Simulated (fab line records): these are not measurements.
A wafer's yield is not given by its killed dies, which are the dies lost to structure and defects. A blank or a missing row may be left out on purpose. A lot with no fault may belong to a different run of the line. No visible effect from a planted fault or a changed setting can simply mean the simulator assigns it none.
Matching of chambers ; flow nandHarc ; rieDiel-01 running NHARC_P_CONTACT_DESCUM_17: 4 sister chambers
The step chemistry O2, time 3 s. 4 wafers are shown with their chamber, then 7 later ones without.

## WAFERS, EACH WITH ITS CHAMBER
wafer;chamber;drypumpMotorCurrentA (A)
L228.5;1;5.3
L233.1;2;5.6
L233.2;0;5.6
L234.5;3;6.3

## WAFERS WITH NO CHAMBER GIVEN
wafer;drypumpMotorCurrentA (A)
L234.6;5.6
L237.1;6.2
L237.2;5.3
L237.5;6.2
L238.2;5.3
L238.4;6.2
L238.6;5.6

## EACH ONE'S CHAMBER
wafer;from the rows above;in truth
L234.6;can't be placed: 0 or 2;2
L237.1;3;3
L237.2;1;1
L237.5;3;3
L238.2;1;1
L238.4;3;3
L238.6;can't be placed: 0 or 2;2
Placed correctly: 5 of 7. Cannot be placed on the basis of these rows: 2; the candidates contain the true chamber in 2. Number placed wrongly: 0.
How it was worked out, from the rows above alone: a wafer's distance from a chamber is the root of the sum, over the readings, of the square of ((its reading less the chamber's mean) divided by the reading's scatter). If the next closest chamber is less than 2 further off than the closest, the wafer can't be placed; otherwise it belongs to the closest. For every chamber, the mean is computed from those of its wafers that are shown. The scatter (one wafer shown for each chamber): square how far every hidden wafer sits from the nearest shown wafer, average those squares and take the square root.
